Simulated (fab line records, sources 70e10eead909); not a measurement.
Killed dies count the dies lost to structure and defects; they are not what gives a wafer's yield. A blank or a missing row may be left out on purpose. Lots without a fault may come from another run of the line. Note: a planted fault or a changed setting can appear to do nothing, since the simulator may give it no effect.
fab line records    flow nand-harc
[record] lots = 6  wafers = 18  last-day = 24
route steps=1159 shown P_GATE@135 END@1159
lots that met no fault: taken from a fault-free run of the same line
start-h: the number of hours between the record's first day and the start of the first shown wafer of the lot    wait-h: hours since the lot's step before    " identical to the entry in the row above    L1.1+2: a single row standing in for several wafers    - value missing, or start not given    * or withheld: withheld    < > ~ a bound
route shown NAME@n: a module of which the file shows steps, and the number in the route of the first    usual: the fault-free wafers' mean and standard deviation    same: alike in all rows    chamber/n: place in a boat    sites: the reading at each site    _std_site: the standard deviation of these    _edge_site: inner sites' mean taken away from outer sites' mean    radius-mm: for every site, how far away it sits from the centre of the wafer    mask NAME#n: copy n    behind: the tool/chamber that last shaped the wafer    hold: why the lot was held/for how many hours/how that ended    device: the transistor (n, p or np) that didn't switch    end of line: tests of these same wafers at the route's end    for a step that has no rows: nothing shown but its recipe    killed: not the wafer's yield, but the dies lost to structure and defects at the first sort    map: shows each die of a wafer: x if killed, . if not, _ if none is there
set.NAME: setting as actually run; set.NAME@STEP: the setting as run at that earlier step    model.NAME: the simulator's own value behind a step, which no gauge read
lots seen at some steps along the route; tables by step, rows by wafer
services: the hour from which a tool's chamber was out of use, counted from the record's first day as start-h (under 0 if before that day), plus the number of hours and why
[[steps]]
[step NHARC_P_GATE_COAT_20]
[recipe] spin-rpm = 1500  resist-thk-nm = 90
[step NHARC_P_GATE_SOFTBAKE_21]
[recipe] temp-c = 105  time-s = 55
[step NHARC_P_GATE_EBR_22]
[step NHARC_P_GATE_EXPOSE_23]
[recipe] na = 1.35  target-cd-nm = 120  dose-mj = 93.91  mask-id = P_GATE
[step NHARC_P_GATE_PEB_24]
[recipe] peb-temp-c = 100  peb-time-s = 65
[step NHARC_P_GATE_DEVELOP_25]
[recipe] develop-time-s = 35  dev-temp-c = 23
[step NHARC_P_GATE_CD_MEAS_26]
[recipe] target-cd-nm = 120  landing-energy-ev = 500
[usual] cd-nm = 119.5/0.89
lot.wafer  tool       chamber  start-h  wait-h  cd-nm
L965.1     cd-sem-02  0        104.45   -       120.3
L965.2     "          0        "        "       119.8
L965.6     "          0        "        "       120.8
L969.2     cd-sem-01  0        130.35   -       119.4
L969.5     "          0        "        "       120.2
L969.6     "          0        "        "       119.8
L972.3     cd-sem-01  0        141.70   -       119.5
L972.5     "          0        "        "       120.1
L972.6     "          0        "        "       119.7
L973.1     cd-sem-03  0        151.85   -       119.2
L973.2     "          0        "        "       119.7
L973.3     "          0        "        "       120.0
L974.2     cd-sem-03  0        152.03   -       118.4
L974.3     "          0        "        "       118.8
L974.6     "          0        "        "       119.8
L981.4     cd-sem-01  0        193.54   -       121.0
L981.5     "          0        "        "       120.8
L981.6     "          0        "        "       120.0
[step NHARC_P_GATE_OVL_MEAS_27]
[usual] overlay-x-nm = 0.0/0.75  overlay-y-nm = -0.2/0.65
lot.wafer  tool        chamber  start-h  wait-h  overlay-x-nm  overlay-y-nm
L965.1     overlay-02  -        104.53   -       0.6           0.6
L965.2     "           -        "        "       0.5           -0.1
L965.6     "           -        "        "       0.3           0.1
L969.2     overlay-01  -        130.44   -       0.7           0.8
L969.5     "           -        "        "       0.1           0.0
L969.6     "           -        "        "       -0.5          0.6
L972.3     overlay-02  -        141.78   -       0.8           -0.1
L972.5     "           -        "        "       0.7           -0.3
L972.6     "           -        "        "       0.2           0.0
L973.1     overlay-02  -        151.94   -       -0.3          0.2
L973.2     "           -        "        "       -0.6          0.4
L973.3     "           -        "        "       -0.6          0.1
L974.2     overlay-01  -        152.11   -       -1.2          -0.5
L974.3     "           -        "        "       -0.9          0.0
L974.6     "           -        "        "       -0.4          -0.4
L981.4     overlay-01  -        193.64   -       0.9           -0.3
L981.5     "           -        "        "       0.4           -0.2
L981.6     "           -        "        "       0.4           -0.4
[step NHARC_P_GATE_INSPECT_28]
[usual] raw-defect-count = 6.6/2.8
lot.wafer  tool               chamber  start-h  wait-h  raw-defect-count
L965.1     defect-inspect-02  -        104.57   0.0     5
L965.2     "                  -        "        "       10
L965.6     "                  -        "        "       10
L969.2     defect-inspect-02  -        130.47   0.0     4
L969.5     "                  -        "        "       7
L969.6     "                  -        "        "       8
L972.3     defect-inspect-01  -        141.82   0.0     5
L972.5     "                  -        "        "       13
L972.6     "                  -        "        "       5
L973.1     defect-inspect-01  -        151.98   0.0     13
L973.2     "                  -        "        "       3
L973.3     "                  -        "        "       3
L974.2     defect-inspect-01  -        152.15   0.0     6
L974.3     "                  -        "        "       6
L974.6     "                  -        "        "       4
L981.4     defect-inspect-02  -        193.67   0.0     8
L981.5     "                  -        "        "       5
L981.6     "                  -        "        "       4
[step NHARC_P_GATE_DESCUM_31]
[recipe] time-s = 3  o2-flow-sccm = 200  ar-flow-sccm = 0  bias-power-w = 0  chemistry = O2
[usual] drypump-motor-current-A = 5.8/0.47  oes-product-au = 1.001/0.011  rf-vpp-V = 57.7/0.9  showerhead-plenum-p-Torr = 1.92/0.069  throttle-valve-pct = 11.311/0.0086
[same] time-s = 3
lot.wafer  tool         chamber  start-h  wait-h  drypump-motor-current-A  oes-product-au  rf-hours-counter-h  rf-vpp-V  showerhead-plenum-p-Torr  throttle-valve-pct
L965.2     rie-diel-07  0        104.63   0.1     5.5                      0.993           12                  60.0      2.00                      11.290
L965.1     "            2        "        "       5.9                      1.004           14                  57.4      1.94                      11.293
L965.6     "            1        "        "       5.6                      1.011           -                   56.7      1.98                      11.326
L969.2     rie-diel-04  2        130.56   0.1     5.7                      0.993           1                   57.3      1.86                      11.313
L969.6     "            0        "        "       4.9                      0.996           -                   55.8      1.81                      11.315
L969.5     "            1        "        "       5.7                      1.017           -                   58.7      1.98                      11.300
L972.3     rie-diel-02  1        141.90   0.1     6.2                      1.015           57                  57.9      1.91                      11.310
L972.6     "            3        "        "       5.3                      0.998           -                   57.3      1.90                      11.316
L972.5     "            0        "        "       6.0                      0.994           -                   57.9      1.85                      11.299
L973.2     rie-diel-04  2        152.04   0.1     5.8                      1.010           7                   58.2      1.86                      11.304
L973.1     "            0        "        "       4.8                      0.993           8                   57.3      1.81                      11.304
L973.3     "            1        "        "       5.7                      1.010           7                   57.8      1.98                      11.313
L974.3     rie-diel-04  2        152.36   0.2     5.7                      1.002           7                   55.6      1.86                      11.322
L974.2     "            3        "        "       6.6                      1.005           8                   57.0      2.01                      11.319
L974.6     "            1        "        "       5.7                      1.020           -                   58.5      1.98                      11.301
L981.6     rie-diel-02  2        193.77   0.1     5.8                      1.017           -                   58.9      1.95                      11.310
L981.4     "            3        "        "       5.2                      0.994           -                   56.1      1.89                      11.309
L981.5     "            0        "        "       6.0                      1.014           -                   56.9      1.84                      11.318
[step NHARC_P_GATE_ETCH_104]
[recipe] target-depth-a = 600  time-s = withheld  cf4-flow-sccm = 100  chf3-flow-sccm = 30  ar-flow-sccm = 0  rf-w = 500  bias-w = 200  chemistry = CF4/CHF3
[step NHARC_P_GATE_HM_OPEN_105]
[recipe] target-depth-a = 3600  o2-flow-sccm = 400  cos-flow-sccm = 20  ar-flow-sccm = 0  rf-w = 500  bias-w = 300  chemistry = O2/COS
[step NHARC_P_GATE_STRIP_106]
[recipe] o2-flow-sccm = 400  cos-flow-sccm = 20  ar-flow-sccm = 0  bias-w = 0  chemistry = O2/COS
lot.wafer   tool         chamber  start-h  wait-h
L965.1+2+6  rie-diel-07  2,0,2    104      -
L969.2+5+6  rie-diel-04  2,2,3    130      -
L972.3+5+6  rie-diel-02  2,3,0    142      -
L973.3+2+1  rie-diel-04  0,1,2    152      -
L974.3+2+6  rie-diel-04  1,2,1    153      -
L981.4+5+6  rie-diel-02  3,0,2    194      -
[step NHARC_P_GATE_ETCH_114]
[recipe] target-depth-a = 300  overetch-a = 30  time-s = 16.5  ion-energy-ev = 100  cf4-flow-sccm = 80  o2-flow-sccm = 20  ar-flow-sccm = 0  rf-w = 300  bias-w = 100  chemistry = CF4/O2
[usual] drypump-motor-current-A = 5.7/0.47  oes-product-au = 1.002/0.012  rf-vpp-V = 198.1/1.3  showerhead-plenum-p-Torr = 1.34/0.047  throttle-valve-pct = 13.397/0.0087
[same] time-s = 16.5
lot.wafer  tool         chamber  start-h  wait-h  drypump-motor-current-A  oes-product-au  rf-hours-counter-h  rf-vpp-V  showerhead-plenum-p-Torr  throttle-valve-pct
L965.2     rie-diel-07  0        -        -       5.5                      1.004           12                  200.6     1.40                      13.384
L965.1     "            2        "        "       5.9                      1.019           14                  199.0     1.35                      13.407
L965.6     "            0        "        "       5.5                      1.004           -                   198.7     1.40                      13.391
L969.2     rie-diel-04  3        -        -       6.5                      1.006           2                   197.5     1.40                      13.408
L969.5     "            3        "        "       6.6                      1.003           -                   199.9     1.40                      13.391
L969.6     "            0        "        "       4.8                      0.988           -                   197.4     1.27                      13.406
L972.3     rie-diel-02  2        -        -       5.7                      0.979           50                  198.2     1.36                      13.383
L972.5     "            1        "        "       6.2                      1.013           -                   197.9     1.33                      13.394
L972.6     "            2        "        "       5.8                      0.987           -                   199.4     1.36                      13.394
L973.3     rie-diel-04  1        -        -       5.7                      1.013           8                   199.0     1.38                      13.394
L973.1     "            3        "        "       6.5                      1.016           8                   199.3     1.40                      13.411
L973.2     "            0        "        "       4.8                      0.992           8                   197.2     1.27                      13.394
L974.3     rie-diel-04  2        -        -       5.8                      0.988           8                   196.1     1.30                      13.397
L974.2     "            3        "        "       6.5                      1.006           8                   199.8     1.40                      13.401
L974.6     "            2        "        "       5.8                      0.991           -                   195.5     1.30                      13.382
L981.5     rie-diel-02  2        -        -       5.8                      1.022           -                   198.6     1.36                      13.399
L981.6     "            3        "        "       5.2                      0.992           -                   197.0     1.32                      13.395
L981.4     "            0        "        "       6.0                      1.012           -                   197.9     1.29                      13.401
[step NHARC_P_GATE_ETCH_32]
[recipe] target-depth-a = 1500  over-etch-frac = 1  over-etch-ion-energy-ev = 40  time-s = 100.1  hbr-flow-sccm = 150  cl2-flow-sccm = 50  rf-w = 400  icp-w = 400  bias-w = 100  chemistry = HBr/Cl2
[step NHARC_P_GATE_STRIP_108]
[recipe] o2-flow-sccm = 500  ar-flow-sccm = 0  bias-w = 0  chemistry = O2
[step NHARC_P_GATE_CD_MEAS_33]
[usual] cd-nm = 119/3.4
lot.wafer  tool       chamber  start-h  wait-h  cd-nm
L965.1     cd-sem-01  -        105.46   0.1     119
L965.2     "          -        "        "       120
L965.6     "          -        "        "       118
L969.2     cd-sem-02  -        131.48   -       121
L969.5     "          -        "        "       122
L969.6     "          -        "        "       124
L972.3     cd-sem-02  -        142.82   -       121
L972.5     "          -        "        "       127
L972.6     "          -        "        "       123
L973.1     cd-sem-03  -        153.62   -       117
L973.2     "          -        "        "       120
L973.3     "          -        "        "       120
L974.2     cd-sem-03  -        153.72   -       119
L974.3     "          -        "        "       120
L974.6     "          -        "        "       121
L981.4     cd-sem-02  -        194.61   -       122
L981.5     "          -        "        "       116
L981.6     "          -        "        "       123
[step NHARC_P_GATE_STRIP_35]
[recipe] time-s = 600  temp-c = 130  chemistry = SPM
[step NHARC_P_GATE_PRECLEAN_73]
[recipe] time-s = *  temp-c = 50  bath-age-min = 0  chemistry = SC1
[step NHARC_P_GATE_SRD_74]
[step NHARC_P_GATE_ALD_36]
[recipe] target-thk-a = 200  pulse-time-s = 60  ald-cycles = 223  temp-c = 400  material = SiNx
[usual] heater-power-w = 769/93  precursor-pulse-height-rel = 1.000/0.02  susceptor-temp-C = 400.03/0.21
lot.wafer  tool        chamber  start-h  wait-h  heater-power-w  precursor-pulse-height-rel  since-wet-clean-h  susceptor-temp-C
L965.1     ald-sin-01  1        105.92   -       699             1.002                       128                399.82
L965.2     "           0        109.04   -       889             1.007                       131                399.98
L965.6     "           1        110.09   -       723             1.013                       -                  399.71
L969.2     ald-sin-01  2        134.08   -       822             1.026                       156                400.11
L969.6     "           0        136.23   -       849             0.973                       -                  400.11
L969.5     "           1        137.30   -       699             1.003                       -                  400.04
L972.3     ald-sin-04  3        146.44   -       876             0.992                       131                400.19
L972.5     "           0        147.49   -       760             1.002                       -                  399.55
L972.6     "           1        148.54   -       688             0.984                       -                  399.74
L973.1     ald-sin-03  2        154.08   -       660             0.965                       43                 400.01
L973.3     "           3        155.12   -       699             1.007                       44                 400.26
L973.2     "           0        156.16   -       754             0.995                       45                 399.93
L974.3     ald-sin-04  1        155.24   -       659             1.019                       139                399.92
L974.2     "           2        156.29   -       828             1.005                       140                400.25
L974.6     "           1        159.44   -       650             1.022                       -                  399.66
L981.4     ald-sin-04  0        199.14   -       794             1.039                       5                  400.04
L981.5     "           1        200.19   -       661             1.006                       -                  399.56
L981.6     "           2        201.24   -       821             1.036                       -                  400.11
[step NHARC_P_GATE_ETCHBACK_37]
[recipe] target-depth-a = 345  time-s = 17.2  chf3-flow-sccm = 50  o2-flow-sccm = 10  ar-flow-sccm = 200  rf-w = 500  bias-w = 200  chemistry = CHF3/O2
[usual] drypump-motor-current-A = 5.8/0.46  oes-product-au = 0.95/0.033  rf-vpp-V = 370.9/1.9  showerhead-plenum-p-Torr = 2.42/0.081  throttle-valve-pct = 20.574/0.0083
[same] time-s = 17.2
lot.wafer  tool         chamber  start-h  wait-h  drypump-motor-current-A  oes-product-au  rf-hours-counter-h  rf-vpp-V  showerhead-plenum-p-Torr  throttle-valve-pct
L965.2     rie-diel-07  0        -        -       5.5                      0.93            15                  373.0     2.51                      20.573
L965.1     "            1        "        "       5.6                      0.94            15                  372.2     2.48                      20.552
L965.6     "            2        "        "       6.0                      0.95            -                   371.0     2.43                      20.578
L969.2     rie-diel-02  3        -        -       5.2                      1.00            48                  370.0     2.38                      20.565
L969.6     "            1        "        "       6.2                      1.02            -                   369.4     2.40                      20.578
L969.5     "            2        "        "       5.8                      0.98            -                   370.0     2.45                      20.580
L972.3     rie-diel-04  3        -        -       6.5                      0.93            8                   373.0     2.51                      20.563
L972.5     "            0        "        "       4.8                      0.91            -                   368.6     2.28                      20.578
L972.6     "            1        "        "       5.7                      0.93            -                   371.8     2.48                      20.566
L973.3     rie-diel-04  2        -        -       5.7                      0.93            11                  369.5     2.34                      20.573
L973.1     "            3        "        "       6.6                      0.93            12                  374.5     2.51                      20.571
L973.2     "            0        "        "       4.8                      0.91            12                  367.7     2.28                      20.573
L974.3     rie-diel-02  0        -        -       6.0                      1.01            1                   368.2     2.32                      20.573
L974.2     "            1        "        "       6.2                      0.99            1                   370.4     2.40                      20.560
L974.6     "            2        "        "       5.8                      1.01            -                   370.8     2.44                      20.584
L981.4     rie-diel-04  3        -        -       6.5                      0.93            21                  373.4     2.51                      20.566
L981.5     "            0        "        "       4.9                      0.99            -                   367.0     2.28                      20.580
L981.6     "            1        "        "       5.7                      0.93            -                   371.4     2.47                      20.574
[step NHARC_P_GATE_STRIP_101]
[recipe] time-s = 20  o2-flow-sccm = 500  ar-flow-sccm = 0  bias-w = 0  chemistry = O2
[step NHARC_P_GATE_PRECLEAN_97]
[recipe] time-s = 600  temp-c = 120  chemistry = SPM
[step NHARC_P_GATE_SRD_98]
[step NHARC_P_GATE_PRECLEAN_99]
[recipe] time-s = *  temp-c = 50  bath-age-min = 0  chemistry = SC1
[step NHARC_P_GATE_SRD_100]
[step NHARC_P_GATE_DEHYDRATE_38]
[recipe] temp-c = 150  time-s = 120
[step NHARC_P_GATE_HMDS_39]
[recipe] time-s = 30
[step NHARC_P_GATE_COAT_40]
[recipe] spin-rpm = 3000
[step NHARC_P_GATE_SOFTBAKE_41]
[recipe] temp-c = 122  time-s = 95
[step NHARC_P_GATE_EBR_42]
[step NHARC_P_GATE_EXPOSE_43]
[recipe] na = 0.6  target-cd-nm = 720  dose-mj = 14.81  mask-id = P_NSD
[step NHARC_P_GATE_PEB_44]
[recipe] peb-temp-c = 118  peb-time-s = 85
[step NHARC_P_GATE_DEVELOP_45]
[recipe] time-s = 70
[step NHARC_P_GATE_CD_MEAS_46]
[recipe] target-cd-nm = 720  landing-energy-ev = 500
[usual] cd-nm = 718.6/2.8
lot.wafer  tool       chamber  start-h  wait-h  cd-nm
L965.1     cd-sem-03  0        117.60   -       718.4
L965.2     "          0        "        "       724.9
L965.6     "          0        "        "       719.8
L969.2     cd-sem-01  0        142.45   -       719.7
L969.5     "          0        "        "       721.7
L969.6     "          0        "        "       720.8
L972.3     cd-sem-02  0        154.12   -       718.0
L972.5     "          0        "        "       720.3
L972.6     "          0        "        "       719.8
L973.1     cd-sem-01  0        164.39   -       717.6
L973.2     "          0        "        "       714.0
L973.3     "          0        "        "       721.8
L974.2     cd-sem-02  0        164.69   -       717.6
L974.3     "          0        "        "       716.3
L974.6     "          0        "        "       714.0
L981.4     cd-sem-02  0        206.50   -       716.7
L981.5     "          0        "        "       717.8
L981.6     "          0        "        "       720.9
[step NHARC_P_GATE_HARDBAKE_47]
[recipe] temp-c = 125  time-s = 80
[step NHARC_P_GATE_DESCUM_48]
[recipe] time-s = 3  o2-flow-sccm = 200  ar-flow-sccm = 0  bias-power-w = 0  chemistry = O2
[step NHARC_P_GATE_IMPLANT_49]
[recipe] energy-kev = 30  dose-cm2 = 3e+15  tilt-deg = 7
[step NHARC_P_GATE_STRIP_111]
[recipe] power-w = 1500  temp-c = 110  time-s = 250  chemistry = N2/H2
[usual] drypump-motor-current-A = 5.6/0.49  heater-power-w = 88/5.4
[same] time-s = 250
lot.wafer  tool             chamber  start-h  wait-h  drypump-motor-current-A  heater-power-w  rf-hours-counter-h
L965.1     plasma-asher-01  1        118.13   0.2     5.8                      83              4
L965.2     "                0        "        "       5.5                      92              4
L965.6     "                1        "        "       5.8                      84              -
L969.2     plasma-asher-01  0        143.07   0.3     5.5                      94              11
L969.6     "                0        "        "       5.5                      94              -
L969.5     "                1        "        "       5.8                      83              -
L972.3     plasma-asher-02  1        154.82   0.2     4.9                      84              -
L972.5     "                1        "        "       4.9                      83              -
L972.6     "                0        "        "       6.1                      94              -
L973.1     plasma-asher-01  0        164.92   0.2     5.5                      94              17
L973.2     "                1        "        "       5.8                      85              17
L973.3     "                1        "        "       5.8                      84              -
L974.2     plasma-asher-02  1        165.67   0.2     4.9                      84              52
L974.3     "                0        "        "       6.1                      93              -
L974.6     "                0        "        "       6.1                      93              -
L981.4     plasma-asher-01  0        207.12   0.2     5.5                      96              -
L981.6     "                0        "        "       5.5                      94              -
L981.5     "                1        "        "       5.8                      84              -
[step NHARC_P_GATE_STRIP_75]
[recipe] power-w = 1500  temp-c = 250  chemistry = O2
[step NHARC_P_GATE_STRIP_50]
[recipe] time-s = 900  temp-c = 130  chemistry = SPM
[step NHARC_P_GATE_INSPECT_68]
[usual] raw-defect-count = 220/81
lot.wafer  tool               chamber  start-h  wait-h  raw-defect-count
L965.1     defect-inspect-02  -        124.21   0.2     76
L965.2     "                  -        "        "       109
L965.6     "                  -        "        "       93
L969.2     defect-inspect-02  -        149.41   0.1     245
L969.5     "                  -        "        "       335
L969.6     "                  -        "        "       337
L972.3     defect-inspect-01  -        160.80   0.1     218
L972.5     "                  -        "        "       173
L972.6     "                  -        "        "       219
L973.1     defect-inspect-01  -        170.89   0.2     824
L973.2     "                  -        "        "       831
L973.3     "                  -        "        "       800
L974.2     defect-inspect-02  -        171.68   0.1     881
L974.3     "                  -        "        "       800
L974.6     "                  -        "        "       866
L981.4     defect-inspect-02  -        212.96   0.1     181
L981.5     "                  -        "        "       268
L981.6     "                  -        "        "       260
[step NHARC_END_SORT_01]
[recipe] temp-c = 25
[usual] killed-at-array = 28/11  killed-at-other = 0.8/1.1  killed-at-periphery = 3.3/2.8  killed-dies = 32/11  killed-open = 3.3/1.9  killed-short = 1.9/1.4
[same] gross-dies = 677
lot.wafer  tool       chamber  start-h  wait-h  killed-at-array  killed-at-other  killed-at-periphery  killed-dies  killed-open  killed-short
L973.1     prober-02  0        494.68   2.5     19               1                56                   76           4            1
L973.2     prober-02  0        495.48   2.8     34               1                62                   97           3            1
L973.3     prober-02  0        496.27   3.1     33               0                91                   124          3            3
L974.2     prober-01  0        511.01   2.8     20               0                65                   85           1            2
L974.3     prober-01  0        511.81   3.1     28               0                64                   92           3            0
L974.6     prober-01  0        514.18   4.0     31               0                66                   97           2            1
// killed by level:class
L973.1 P_GATE:unspecified=56 A_CHANNEL_HOLE_D1:chamber-film-flake=8 A_CHANNEL_FILL_D1:geometric-particle:open=2 A_M0:geometric-particle:open=2 A_ZERO_WELL:chamber-film-flake=2 A_CHANNEL_FILL_D1:chamber-film-flake=2 A_CONTACT:chamber-film-flake=1 STARTING-WAFER:geometric-particle:short=1
L973.2 P_GATE:unspecified=62 A_CHANNEL_HOLE_D1:chamber-film-flake=21 A_CONTACT:chamber-film-flake=6 A_STAIRCASE:chamber-film-flake=2 A_ONON_D1:geometric-particle:short=1 A_SGD_CUT:geometric-particle:open=1 A_WL_FILL:geometric-particle:open=1 A_CONTACT:geometric-particle:open=1
L973.3 P_GATE:unspecified=91 A_CHANNEL_HOLE_D1:chamber-film-flake=20 A_CONTACT:geometric-particle:open=2 A_ZERO_WELL:chamber-film-flake=2 A_CONTACT:chamber-film-flake=2 A_CHANNEL_FILL_D1:geometric-particle:short=1 A_CHANNEL_FILL_D1:geometric-particle:open=1 A_WL_FILL:geometric-particle:short=1
L974.2 P_GATE:unspecified=62 A_CONTACT:chamber-film-flake=7 A_SLIT:chamber-film-flake=4 A_WL_FILL:chamber-film-flake=3 A_STAIRCASE:chamber-film-flake=2 P_GATE:geometric-particle:open=1 P_M0:geometric-particle:short=1 A_ONON_D1:geometric-particle:short=1
L974.3 P_GATE:unspecified=63 A_SLIT:chamber-film-flake=12 A_STAIRCASE:chamber-film-flake=4 A_SGD_CUT:chamber-film-flake=4 A_WL_FILL:chamber-film-flake=3 A_M0:geometric-particle:open=2 A_CHANNEL_FILL_D1:geometric-particle:open=1 P_ZERO_WELL:chamber-film-flake=1
L974.6 P_GATE:unspecified=66 A_SLIT:chamber-film-flake=12 A_CONTACT:chamber-film-flake=7 A_STAIRCASE:chamber-film-flake=3 A_ZERO_WELL:chamber-film-flake=2 A_CHANNEL_HOLE_D1:chamber-film-flake=2 A_WL_FILL:chamber-film-flake=2 A_ONON_D1:geometric-particle:open=1
// map L973.3 (x killed, . not)
____________.____________
_________x......_________
_______..........._______
______.............______
_____..............._____
____.................____
____..........x......____
___...................___
___...................___
__..x..................__
__.....................__
_.........x............._
_..........x..x........._
_...........x..x........_
_...........xxxxx......._
_..........x.xx..xx....._
............xx.xxx.x.....
...........x..xxxxxx.....
..........x...xxxxxxxx...
...............xxxxxxx...
............x.xxxxxxx....
_.............xxxxxxxx.._
_.............xxxxxxxx.._
_............xxxxxxxxx.x_
_.............xxxxxxxx.._
_....x........xxxxxxxx.._
__............xxxxxxxx.__
__...........xx.xxxx...__
___.............xxx...___
___.x..........x.xx...___
____.................____
____................x____
_____...........x..._____
______.x...x....x..______
_______..........._______
_________......._________
____________.____________
// map L974.6 (x killed, . not)
____________.____________
_________......._________
_______..........._______
______.............______
_____.x............._____
____.x...............____
____x................____
___.xx................___
___xxxx...............___
__.xx..................__
__x....................__
_x..x..................._
_...........x..........._
_......................._
_......................._
_...........xx.........._
.....................x...
.........................
x.x..................x..x
x.................xx.....
.........................
_....................x.._
_...........x..........._
_......................._
_......................._
_....................x.._
__...........x.........__
__........xxxxx........__
___..x...x.xxxxx......___
___.......xxxxxxx.....___
____......xxxxxxx....____
____.x...xxxxxxxx....____
_____....xxxxxxx...._____
______..xxxxxxxxx..______
_______.xxxxxxxxx._______
_________xxxxxxx_________
____________x____________
[[services]]
tool             chamber  start-h  hours  kind
rie-diel-04      1        86.16    35.7   repair
rie-diel-04      0        90.98    -      clean
rie-diel-04      2        90.98    -      clean
rie-diel-04      3        90.98    -      clean
plasma-asher-01  -        99.24    9.0    pm
rie-diel-04      2        109.67   10.2   repair
rie-diel-04      -        112.27   9.0    pm
rie-diel-04      0        112.27   9.0    vent-cycle
rie-diel-04      3        112.27   9.0    vent-cycle
rie-diel-04      0        121.27   -      clean
rie-diel-04      2        121.27   -      clean
rie-diel-02      3        123.35   4.3    repair
rie-diel-02      2        126.90   3.8    repair
rie-diel-02      3        129.39   6.6    repair
ald-sin-03       0        137.03   3.0    repair
ald-sin-01       -        148.28   10.0   pm
rie-diel-02      -        150.90   9.0    pm
plasma-asher-01  -        152.27   4.5    repair
rie-diel-07      0        156.86   6.5    repair
rie-diel-04      0        177.00   7.6    repair
plasma-asher-02  -        183.25   9.0    pm
ald-sin-04       -        186.00   10.0   pm
rie-diel-02      1        193.72   2.0    repair
rie-diel-02      3        196.56   13.3   repair
[[key]]
[first-sign] step = NHARC_P_GATE_INSPECT_68  reading = raw-defect-count  direction = up  sigmas = 7.6  usual = 220  struck = 834
[effect] step = NHARC_END_SORT_01  reading = killed-at-periphery  direction = up  sigmas = 23  usual = 3.3  struck = 67.3
[more-kills-born-at] NHARC_P_GATE_STRIP_106@rie-diel-04 = 400
met-at NHARC_P_GATE_STRIP_106
struck-wafers L973.1,L973.2,L973.3,L974.2,L974.3,L974.6
tester-left-out L973,L974
onset-between 130 152
also-fits NHARC_P_GATE_DESCUM_31:rie-diel-04,NHARC_P_GATE_ETCH_114:rie-diel-04
[fault] kind = chamber-particle-source  tool = rie-diel-04  chamber = -  onset-h = 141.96  steps = NHARC_P_GATE_STRIP_106  rate-per-visit-cm2 = 1.0107  end-h = 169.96
// tester-left-out: of these lots the tester's yield and bins aren't shown, on N5 and GAA mostly nor the transistor test; their killed dies are dies lost to structure and defects alone, not to doping, threshold or leakage, so they don't give the yield
